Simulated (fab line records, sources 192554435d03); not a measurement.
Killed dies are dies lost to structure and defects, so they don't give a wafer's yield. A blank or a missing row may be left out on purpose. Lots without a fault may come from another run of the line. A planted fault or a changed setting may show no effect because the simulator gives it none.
Chamber matching | flow n5_finfet | N5_BEOL_M4_CO_CAP_55 on cvd_co-01: 3 sister chambers
The step material Co, precursor CCTBA/H2, target thk 2 nm, time 102.1 s. 6 wafers are shown with their chamber, then 7 later ones without.

WAFERS WITH THEIR CHAMBER
wafer  | chamber | heater_power_w (W)
L085.2 | 0       | 230
L085.6 | 1       | 252
L091.1 | 0       | 232
L091.5 | 1       | 251
L093.1 | 2       | 225
L093.5 | 2       | 217

WAFERS WITHOUT THEIR CHAMBER
wafer  | heater_power_w (W)
L093.6 | 247
L095.1 | 248
L095.2 | 219
L095.3 | 224
L094.1 | 221
L094.2 | 251
L094.5 | 219

WHICH CHAMBER EACH WENT THROUGH
wafer  | from the rows above     | in truth
L093.6 | 1                       | 1
L095.1 | 1                       | 1
L095.2 | 2                       | 2
L095.3 | can't be placed: 2 or 0 | 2
L094.1 | 2                       | 2
L094.2 | 1                       | 1
L094.5 | 2                       | 2
Placed correctly: 6 of 7. Can't be placed from these rows: 1 (the true chamber is among the candidates in 1). Placed wrongly: 0.
How it was worked out, from the rows above alone: a wafer's distance from a chamber is the root of the sum, over the readings, of the square of ((its reading less the chamber's mean) divided by the reading's scatter). The wafer belongs to the nearest chamber; if the next one is less than 2 further off, it can't be placed. A chamber's mean is the mean of its shown wafers. The scatter: the root of (the sum of the squares of (reading less its chamber's mean) over the shown wafers, divided by (wafers less chambers)).
